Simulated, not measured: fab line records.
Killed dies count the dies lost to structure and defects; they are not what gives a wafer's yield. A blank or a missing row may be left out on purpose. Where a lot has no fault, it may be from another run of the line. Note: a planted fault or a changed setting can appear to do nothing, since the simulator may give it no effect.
fab line records ; flow nandHarc
[record] lots = 11; wafers = 33; lastDay = 24
route steps=1159 shown P_ZERO_WELL@31 P_STI@87 END@1159
lots with no fault: from the same line, run without faults
startH: start of the lot's first displayed wafer, in hours after the record's first day ; waitH: hours elapsed since this lot's preceding step ; " same as the row above ; L1.1+2: a row that stands for several wafers ; - value missing, or start not given ; * or withheld: withheld ; < > ~ a bound
route shown NAME@n: names a module that has steps shown in the file, with the first one's number in the route ; usual: mean and standard deviation over wafers with no fault ; same: alike in all rows ; chamber/n: place in a boat ; sites: per-site readings ; _std_site: standard deviation across them ; _edge_site: mean of outer sites minus mean of inner sites ; radiusMm: for every site, how far away it sits from the centre of the wafer ; mask NAME#n: copy n ; behind: the tool/chamber that last shaped the wafer ; hold: what put the lot on hold/how long, in hours/how the hold closed ; device: the transistor (n, p or np) that didn't switch ; end of line: the tests these same wafers got at the end of their route ; where a step has no rows: the recipe by itself ; killed: at the first sort, the dies lost to defects and structure; wafer yield is something else ; map: shows each die of a wafer: x if killed, . if not, _ if none is there
set.NAME: the setting that was run; set.NAME@STEP: the one run at that earlier step ; model.NAME: the simulator's own value behind a step, which no gauge read
steps of the route over a sample of lots; a table a step, a row a wafer
services: when a tool's chamber went out of use (startH, in hours from the record's first day, below 0 if earlier), for how many hours, and the reason
[[steps]]
[step NHARC_P_ZERO_WELL_DESCUM_26]
[recipe] timeS = 3; o2FlowSccm = 200; arFlowSccm = 0; biasPowerW = 0; chemistry = O2
[usual] drypumpMotorCurrentA = 5.7/0.38; o2FlowSccm = 200.1/0.58; oesProductAu = 1.005/0.0084; rfVppV = 58.0/0.92; showerheadPlenumPTorr = 1.98/0.067; throttleValvePct = 11.311/0.0089
[same] timeS = 3
lot.wafer;tool;chamber;startH;waitH;drypumpMotorCurrentA;o2FlowSccm;oesProductAu;rfHoursCounterH;rfVppV;showerheadPlenumPTorr;throttleValvePct
L638.1;rieDiel-02;0;20.61;-;6.3;199.8;1.001;2;58.7;1.94;11.308
L638.2;rieDiel-02;1;20.61;-;5.7;199.4;1.003;2;59.4;2.07;11.302
L638.6;rieDiel-02;0;20.61;-;6.3;200.0;1.010;-;57.4;1.94;11.318
L641.1;rieDiel-02;2;38.62;-;5.6;200.0;1.007;4;58.5;1.92;11.309
L641.2;rieDiel-02;3;38.62;-;5.4;201.1;1.010;4;56.8;2.00;11.310
L641.5;rieDiel-02;0;38.62;-;6.3;199.2;1.009;-;57.8;1.94;11.330
L644.1;rieDiel-02;1;56.53;-;5.6;200.5;1.001;3;59.2;2.07;11.312
L644.2;rieDiel-02;0;56.53;-;6.3;200.1;0.998;3;56.5;1.94;11.311
L644.5;rieDiel-02;0;56.53;-;6.3;200.8;1.008;-;58.3;1.94;11.288
L645.1;rieDiel-04;2;62.66;-;5.5;199.7;1.009;11;58.4;1.95;11.322
L645.3;rieDiel-04;3;62.66;-;6.4;200.7;0.991;10;57.7;2.01;11.325
L645.5;rieDiel-04;1;62.66;-;5.9;201.2;0.991;-;58.2;2.06;11.334
L647.4;rieDiel-07;2;74.65;-;5.8;199.8;0.998;1;58.4;2.00;11.305
L647.1;rieDiel-07;3;74.65;-;5.3;200.5;1.001;1;56.8;1.79;11.322
L647.5;rieDiel-07;2;74.65;-;5.8;199.9;1.007;-;58.4;2.00;11.317
L648.1;rieDiel-04;0;80.64;-;5.6;199.4;1.010;9;57.8;2.03;11.312
L648.5;rieDiel-04;2;80.64;-;5.5;199.3;1.003;-;58.8;1.95;11.321
L648.6;rieDiel-04;3;80.64;-;6.4;200.1;1.004;-;58.9;2.01;11.322
L649.1;rieDiel-07;1;86.76;-;5.2;199.0;0.994;2;57.4;2.02;11.312
L649.4;rieDiel-07;2;86.76;-;5.7;200.1;1.005;2;59.4;2.00;11.319
L649.2;rieDiel-07;3;86.76;-;5.3;199.8;0.988;1;58.5;1.79;11.301
L650.1;rieDiel-02;1;92.66;-;5.6;200.5;1.019;6;59.0;2.07;11.308
L650.3;rieDiel-02;2;92.66;-;5.6;199.8;0.995;8;59.6;1.92;11.291
L650.5;rieDiel-02;2;92.66;-;5.6;200.0;1.002;-;57.9;1.92;11.314
L652.4;rieDiel-04;1;104.65;-;6.0;200.4;1.014;13;60.3;2.06;11.318
L652.6;rieDiel-04;2;104.65;-;5.5;200.7;1.007;-;58.6;1.95;11.310
L652.5;rieDiel-04;3;104.65;-;6.4;199.3;1.014;-;58.6;2.01;11.291
L657.4;rieDiel-02;0;135.00;-;6.3;200.0;1.013;9;58.3;1.94;11.313
L657.3;rieDiel-02;3;135.00;-;5.4;199.5;1.012;8;58.3;1.99;11.323
L657.6;rieDiel-02;0;135.00;-;6.3;199.7;1.014;-;56.6;1.94;11.331
L660.2;rieDiel-07;1;152.64;-;5.2;201.1;0.990;7;58.0;2.02;11.308
L660.1;rieDiel-07;3;152.64;-;5.3;200.1;0.994;7;58.6;1.79;11.301
L660.6;rieDiel-07;0;152.64;-;5.1;200.5;1.002;-;58.2;1.96;11.312
[step NHARC_P_ZERO_WELL_PEB_35]
[recipe] pebTempC = 118; pebTimeS = 85
[usual] heaterPowerTotalW = 163.95/0.27; plateTempC = 118.01/0.14
lot.wafer;tool;chamber;startH;waitH;heaterPowerTotalW;plateTempC
L638.1;lithoTrack-03;0;21.88;0.1;164.09;118.19
L638.2;lithoTrack-03;0;21.88;0.1;164.03;118.03
L638.6;lithoTrack-03;0;21.88;0.1;164.00;118.05
L641.1;lithoTrack-07;0;40.04;0.1;163.58;117.90
L641.2;lithoTrack-07;0;40.04;0.1;163.65;117.76
L641.5;lithoTrack-07;0;40.04;0.1;164.21;117.92
L644.1;lithoTrack-07;0;57.84;0.1;163.67;117.90
L644.2;lithoTrack-07;0;57.84;0.1;164.22;117.91
L644.5;lithoTrack-07;0;57.84;0.1;163.61;118.04
L645.1;lithoTrack-07;0;63.91;0.1;164.03;117.99
L645.3;lithoTrack-07;0;63.91;0.1;164.15;118.17
L645.5;lithoTrack-07;0;63.91;0.1;163.74;118.06
L647.1;lithoTrack-03;0;76.03;0.1;164.22;117.94
L647.4;lithoTrack-03;0;76.03;0.1;164.06;118.21
L647.5;lithoTrack-03;0;76.03;0.1;163.64;117.95
L648.1;lithoTrack-03;0;81.90;0.1;164.31;118.10
L648.5;lithoTrack-03;0;81.90;0.1;163.84;118.17
L648.6;lithoTrack-03;0;81.90;0.1;164.06;117.93
L649.1;lithoTrack-03;0;88.01;0.1;167.78;119.87
L649.2;lithoTrack-03;0;88.01;0.1;167.17;119.72
L649.4;lithoTrack-03;0;88.01;0.1;167.71;119.91
L650.1;lithoTrack-02;0;94.05;0.1;163.72;118.04
L650.3;lithoTrack-02;0;94.05;0.1;164.41;118.06
L650.5;lithoTrack-02;0;94.05;0.1;164.35;118.20
L652.4;lithoTrack-03;0;105.88;0.0;167.49;120.25
L652.5;lithoTrack-03;0;105.88;0.0;167.46;119.91
L652.6;lithoTrack-03;0;105.88;0.0;167.81;120.12
L657.3;lithoTrack-02;0;136.39;0.1;164.45;117.88
L657.4;lithoTrack-02;0;136.39;0.1;164.47;117.89
L657.6;lithoTrack-02;0;136.39;0.1;163.64;117.81
L660.1;lithoTrack-07;0;154.03;0.1;163.85;118.05
L660.2;lithoTrack-07;0;154.03;0.1;164.31;117.94
L660.6;lithoTrack-07;0;154.03;0.1;164.26;118.14
[step NHARC_P_ZERO_WELL_DESCUM_39]
[recipe] timeS = 3; o2FlowSccm = 200; arFlowSccm = 0; biasPowerW = 0; chemistry = O2
[usual] drypumpMotorCurrentA = 5.7/0.39; o2FlowSccm = 200.0/0.58; oesProductAu = 1.005/0.009; rfVppV = 58.1/0.85; showerheadPlenumPTorr = 1.99/0.065; throttleValvePct = 11.310/0.0088
[same] timeS = 3
lot.wafer;tool;chamber;startH;waitH;drypumpMotorCurrentA;o2FlowSccm;oesProductAu;rfHoursCounterH;rfVppV;showerheadPlenumPTorr;throttleValvePct
L638.2;rieDiel-04;1;22.13;-;6.0;200.0;0.992;5.9;58.7;2.06;11.304
L638.1;rieDiel-04;0;22.13;-;5.6;199.9;0.999;4.6;58.5;2.03;11.304
L638.6;rieDiel-04;2;22.13;-;5.5;200.3;1.005;-;59.0;1.95;11.301
L641.2;rieDiel-04;3;40.31;-;6.4;200.1;1.010;8.4;59.1;2.01;11.321
L641.1;rieDiel-04;0;40.31;-;5.6;200.5;1.002;6.4;57.4;2.03;11.307
L641.5;rieDiel-04;1;40.31;-;6.0;199.3;0.989;-;60.0;2.06;11.305
L644.1;rieDiel-04;2;58.11;-;5.5;200.5;1.004;10.4;57.4;1.95;11.301
L644.2;rieDiel-04;3;58.11;-;6.4;200.5;0.998;10.0;56.9;2.01;11.305
L644.5;rieDiel-04;1;58.11;-;5.9;199.5;1.008;-;57.7;2.06;11.303
L645.3;rieDiel-04;2;64.16;-;5.5;201.0;1.010;10.5;57.5;1.95;11.314
L645.1;rieDiel-04;3;64.16;-;6.4;201.0;1.007;10.1;58.3;2.01;11.316
L645.5;rieDiel-04;2;64.16;-;5.5;200.6;0.996;-;56.5;1.95;11.299
L647.1;rieDiel-02;0;76.30;-;6.3;200.1;1.011;5.9;57.5;1.94;11.297
L647.4;rieDiel-02;1;76.30;-;5.7;199.2;1.015;5.8;58.4;2.07;11.299
L647.5;rieDiel-02;2;76.30;-;5.6;199.9;1.010;-;59.4;1.92;11.295
L648.1;rieDiel-04;2;82.15;-;5.5;199.9;1.009;11.9;59.8;1.95;11.293
L648.5;rieDiel-04;2;82.15;-;5.5;200.3;1.015;-;57.6;1.95;11.297
L648.6;rieDiel-04;3;82.15;-;6.4;200.4;1.009;-;57.2;2.01;11.311
L649.2;rieDiel-02;0;88.27;-;6.3;201.1;1.012;6.3;56.9;1.94;11.297
L649.1;rieDiel-02;1;88.27;-;5.7;198.9;1.007;6.3;59.0;2.07;11.316
L649.4;rieDiel-02;3;88.27;-;5.4;200.4;1.001;5.6;58.2;1.99;11.316
L650.3;rieDiel-07;2;94.30;-;5.8;199.9;1.008;2.0;57.6;2.00;11.328
L650.1;rieDiel-07;1;94.30;-;5.2;200.2;0.985;1.8;57.9;2.02;11.323
L650.5;rieDiel-07;1;94.30;-;5.2;200.5;0.997;-;58.2;2.02;11.320
L652.4;rieDiel-02;0;106.14;-;6.3;200.6;1.003;6.6;56.8;1.94;11.309
L652.6;rieDiel-02;3;106.14;-;5.4;200.0;1.017;-;57.6;1.99;11.311
L652.5;rieDiel-02;0;106.14;-;6.3;201.2;1.011;-;57.9;1.94;11.309
L657.3;rieDiel-02;0;136.65;-;6.3;200.4;1.010;9.0;57.2;1.94;11.302
L657.4;rieDiel-02;1;136.65;-;5.7;199.4;1.005;8.7;58.4;2.07;11.306
L657.6;rieDiel-02;3;136.65;-;5.4;200.0;1.009;-;57.2;1.99;11.306
L660.1;rieDiel-07;0;154.30;-;5.1;199.3;0.995;7.2;58.2;1.96;11.343
L660.2;rieDiel-07;2;154.30;-;5.8;199.4;1.014;7.5;58.3;2.00;11.296
L660.6;rieDiel-07;0;154.30;-;5.1;199.7;0.993;-;56.5;1.96;11.312
[step NHARC_P_STI_DESCUM_14]
[recipe] timeS = 3; o2FlowSccm = 200; arFlowSccm = 0; biasPowerW = 0; chemistry = O2
[usual] drypumpMotorCurrentA = 5.36/0.3; o2FlowSccm = 199.9/0.61; oesProductAu = 1.001/0.011; rfVppV = 57.6/0.92; showerheadPlenumPTorr = 1.89/0.064; throttleValvePct = 11.311/0.0091
[same] timeS = 3
lot.wafer;tool;chamber;startH;waitH;drypumpMotorCurrentA;o2FlowSccm;oesProductAu;rfHoursCounterH;rfVppV;showerheadPlenumPTorr;throttleValvePct
L638.2;rieDiel-10;3;40.87;-;5.49;200.5;1.014;2.3;58.4;1.85;11.331
L638.1;rieDiel-10;0;40.87;-;5.44;199.5;1.015;2.5;56.7;1.89;11.321
L638.6;rieDiel-10;1;40.87;-;5.12;200.0;0.999;-;57.8;2.03;11.315
L641.1;rieDiel-10;0;55.64;-;5.48;200.5;0.994;2.9;57.7;1.89;11.312
L641.2;rieDiel-10;3;55.64;-;5.49;200.2;1.007;2.7;57.8;1.85;11.302
L641.5;rieDiel-10;0;55.64;-;5.46;199.9;0.992;-;57.5;1.89;11.295
L644.1;rieDiel-10;0;76.83;-;5.51;200.7;1.011;4.1;58.2;1.89;11.305
L644.2;rieDiel-10;3;76.83;-;5.51;200.8;1.025;4.0;57.0;1.85;11.314
L644.5;rieDiel-10;1;76.83;-;5.13;200.8;1.003;-;58.5;2.03;11.310
L645.1;rieDiel-10;1;86.02;-;5.16;199.8;1.004;3.8;60.1;2.03;11.304
L645.3;rieDiel-10;3;86.02;-;5.48;200.1;1.013;4.8;58.4;1.85;11.300
L645.5;rieDiel-10;2;86.02;-;5.33;199.9;0.997;-;57.3;1.89;11.301
L647.1;rieDiel-09;3;95.03;-;5.12;199.9;1.003;0.3;55.4;1.85;11.313
L647.4;rieDiel-09;1;95.03;-;6.04;200.5;0.999;0.3;57.5;1.92;11.319
L647.5;rieDiel-09;2;95.03;-;4.99;200.0;0.986;-;58.2;1.90;11.313
L648.1;rieDiel-11;3;100.91;-;5.07;200.0;0.979;1.9;58.3;1.94;11.297
L648.6;rieDiel-11;1;100.91;-;5.45;201.1;1.014;-;58.0;1.79;11.320
L648.5;rieDiel-11;2;100.91;-;5.57;200.8;1.006;-;59.4;1.99;11.304
L649.4;rieDiel-09;0;107.11;-;4.95;199.7;0.999;0.7;56.3;1.80;11.320
L649.1;rieDiel-09;1;107.11;-;6.03;200.5;0.999;0.7;57.5;1.92;11.314
L649.2;rieDiel-09;2;107.11;-;4.97;201.1;0.984;0.7;58.3;1.90;11.293
L650.3;rieDiel-11;1;115.97;-;5.47;200.9;1.003;2.2;56.5;1.79;11.299
L650.1;rieDiel-11;2;115.97;-;5.58;200.0;1.001;2.2;57.7;1.99;11.314
L650.5;rieDiel-11;3;115.97;-;5.06;199.5;0.988;-;56.6;1.94;11.324
L652.4;rieDiel-11;3;125.54;-;5.03;200.3;0.983;2.5;58.5;1.94;11.299
L652.5;rieDiel-11;3;125.54;-;5.04;201.3;0.995;-;58.4;1.94;11.311
L652.6;rieDiel-11;0;125.54;-;5.75;200.0;1.010;-;56.1;1.89;11.322
L657.4;rieDiel-10;3;158.18;-;5.50;200.7;1.024;11.0;57.6;1.84;11.311
L657.3;rieDiel-10;1;158.18;-;5.17;200.3;0.989;7.9;58.3;2.02;11.316
L657.6;rieDiel-10;3;158.18;-;5.51;200.0;1.027;-;57.0;1.84;11.299
L660.2;rieDiel-11;1;174.68;-;5.47;199.9;1.008;3.5;57.8;1.79;11.313
L660.1;rieDiel-11;2;174.68;-;5.57;199.4;1.008;3.5;57.9;1.99;11.298
L660.6;rieDiel-11;3;174.68;-;5.06;198.5;0.986;-;57.5;1.94;11.304
[step NHARC_END_SORT_01]
[recipe] tempC = 25
[usual] killedAtArray = 29/8.4; killedAtOther = 0.7/1.2; killedAtPeriphery = 3.8/2.1; killedDies = 33/9; killedOpen = 3.4/2; killedShort = 2.1/1.4
[same] grossDies = 677
lot.wafer;tool;chamber;startH;waitH;killedAtArray;killedAtOther;killedAtPeriphery;killedDies;killedOpen;killedShort
L641.1;prober-02;0;479.94;2.5;41;0;6;47;3;1
L641.2;prober-02;0;480.74;2.8;26;0;6;32;2;1
L641.5;prober-02;0;483.14;3.7;31;0;6;37;2;3
L649.1;prober-01;0;526.72;2.5;22;3;2;27;3;0
L649.2;prober-01;0;527.53;2.8;29;0;1;30;1;0
L649.4;prober-01;0;529.15;3.4;30;2;1;33;3;2
L652.4;prober-02;0;536.85;3.4;26;0;1;27;1;0
L652.6;prober-02;0;538.45;4.0;35;0;3;38;4;4
L657.3;prober-02;0;559.32;3.1;35;0;4;39;2;3
L657.4;prober-02;0;560.10;3.4;41;0;5;46;5;2
L657.6;prober-02;0;561.68;3.9;35;0;1;36;2;2
// killed by level:class
L641.1 A_SLIT:chamberFilmFlake=17 A_CONTACT:chamberFilmFlake=9 A_CHANNEL_HOLE_D1:chamberFilmFlake=8 P_BONDPAD:chamberFilmFlake=5 A_WL_FILL:chamberFilmFlake=3 P_GATE:geometricParticle:open=1 A_CHANNEL_FILL_D1:geometricParticle:short=1 A_CONTACT:geometricParticle:open=1
L641.2 A_SLIT:chamberFilmFlake=9 A_CONTACT:chamberFilmFlake=8 P_BONDPAD:chamberFilmFlake=3 A_CHANNEL_HOLE_D1:chamberFilmFlake=3 A_WL_FILL:chamberFilmFlake=3 P_CONTACT:geometricParticle:open=2 A_STAIRCASE:chamberFilmFlake=2 A_CONTACT:geometricParticle:short=1
L641.5 A_SLIT:chamberFilmFlake=13 A_CONTACT:chamberFilmFlake=8 P_BONDPAD:chamberFilmFlake=5 A_CHANNEL_HOLE_D1:chamberFilmFlake=4 P_M0:geometricParticle:open=1 A_CHANNEL_HOLE_D1:geometricParticle:short=1 A_CHANNEL_FILL_D1:geometricParticle:short=1 A_SGD_CUT:geometricParticle:short=1
L649.1 A_CHANNEL_HOLE_D1:chamberFilmFlake=12 A_CONTACT:chamberFilmFlake=6 THIN_TSV:chamberFilmFlake=3 A_ONON_D1:geometricParticle:open=1 A_WL_FILL:geometricParticle:open=1 A_BLC:geometricParticle:open=1 P_GATE:chamberFilmFlake=1 P_CONTACT:chamberFilmFlake=1
L649.2 A_CHANNEL_HOLE_D1:chamberFilmFlake=20 A_CONTACT:chamberFilmFlake=4 A_STAIRCASE:chamberFilmFlake=2 A_ONON_D1:geometricParticle:open=1 P_ZERO_WELL:chamberFilmFlake=1 A_WL_FILL:chamberFilmFlake=1 A_M0:chamberFilmFlake=1
L649.4 A_CHANNEL_HOLE_D1:chamberFilmFlake=17 A_STAIRCASE:chamberFilmFlake=3 A_CONTACT:chamberFilmFlake=3 A_ONON_D1:geometricParticle:open=2 A_WL_FILL:geometricParticle:short=2 THIN_TSV:chamberFilmFlake=2 A_BLC:geometricParticle:open=1 P_GATE:chamberFilmFlake=1
L652.4 A_CHANNEL_HOLE_D1:chamberFilmFlake=20 A_STAIRCASE:chamberFilmFlake=2 A_BLC:chamberFilmFlake=2 A_CHANNEL_FILL_D1:geometricParticle:open=1 P_STI:chamberFilmFlake=1 A_WL_FILL:chamberFilmFlake=1
L652.6 A_CHANNEL_HOLE_D1:chamberFilmFlake=21 A_STAIRCASE:chamberFilmFlake=3 A_WL_FILL:geometricParticle:open=2 A_ZERO_WELL:chamberFilmFlake=2 A_M1:chamberFilmFlake=2 P_CONTACT:geometricParticle:short=1 P_M1:geometricParticle:short=1 A_ONON_D1:geometricParticle:open=1
L657.3 A_CHANNEL_HOLE_D1:chamberFilmFlake=19 A_CONTACT:chamberFilmFlake=9 A_WL_FILL:chamberFilmFlake=2 A_BLC:chamberFilmFlake=2 P_STI:geometricParticle:short=1 P_M0:geometricParticle:open=1 P_M0:geometricParticle:short=1 A_WL_FILL:geometricParticle:short=1
L657.4 A_CHANNEL_HOLE_D1:chamberFilmFlake=20 A_CONTACT:chamberFilmFlake=7 P_GATE:chamberFilmFlake=4 A_STAIRCASE:chamberFilmFlake=4 A_CONTACT:geometricParticle:open=3 A_WL_FILL:geometricParticle:short=2 P_GATE:geometricParticle:open=1 A_CHANNEL_FILL_D1:geometricParticle:open=1
L657.6 A_CHANNEL_HOLE_D1:chamberFilmFlake=20 A_STAIRCASE:chamberFilmFlake=5 A_CONTACT:chamberFilmFlake=5 A_BLC:chamberFilmFlake=2 P_M2:geometricParticle:open=1 A_CHANNEL_FILL_D1:geometricParticle:open=1 A_WL_FILL:geometricParticle:short=1 A_CONTACT:geometricParticle:short=1
[[services]]
tool;chamber;startH;hours;kind
rieDiel-10;-;-0.50;9.0;pm
rieDiel-11;-;7.94;0.5;repair
rieDiel-11;-;12.51;9.0;pm
rieDiel-07;3;13.70;9.6;repair
lithoTrack-07;-;14.00;7.0;pm
rieDiel-07;0;31.15;6.9;repair
rieDiel-02;1;35.48;9.8;repair
lithoTrack-03;-;38.00;7.0;pm
rieDiel-04;0;45.29;1.6;repair
rieDiel-07;-;45.59;0.4;repair
rieDiel-02;3;49.10;18.8;repair
rieDiel-07;-;51.20;9.0;pm
rieDiel-10;1;55.17;6.4;repair
rieDiel-09;-;77.10;9.0;pm
rieDiel-07;3;90.14;4.6;repair
rieDiel-07;1;94.74;4.8;repair
rieDiel-11;-;95.35;0.8;repair
rieDiel-10;1;108.64;8.6;repair
rieDiel-04;-;111.98;9.0;pm
rieDiel-11;-;131.79;0.6;repair
rieDiel-02;0;150.86;5.7;repair
rieDiel-02;-;150.93;9.0;pm
rieDiel-04;-;152.04;2.6;repair
rieDiel-10;0;162.83;4.9;repair
[[key]]
[firstSign] step = NHARC_P_ZERO_WELL_PEB_35; reading = plateTempC; direction = up; sigmas = 14; usual = *; struck = *
[effect] step = NHARC_P_ZERO_WELL_PEB_35; reading = heaterPowerTotalW; direction = up; sigmas = 14; usual = *; struck = *
metAt NHARC_P_ZERO_WELL_PEB_35
struckLots L649,L652
testerLeftOut L649,L652
notActingAt NHARC_P_ZERO_WELL_DESCUM_26,NHARC_P_ZERO_WELL_DESCUM_39,NHARC_P_STI_DESCUM_14
onsetBetween 81.90 88.01
[fault] kind = processParameterDrift; tool = lithoTrack-03; chamber = -; onsetH = 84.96; steps = NHARC_P_ZERO_WELL_PEB_35; channel = pebTempC; offset = *; shape = step; endH = 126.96; actsIn = *; stated = *
// testerLeftOut: of these lots the tester's yield and bins aren't shown, on N5 and GAA mostly nor the transistor test; their killed dies are dies lost to structure and defects alone, not to doping, threshold or leakage, so they don't give the yield
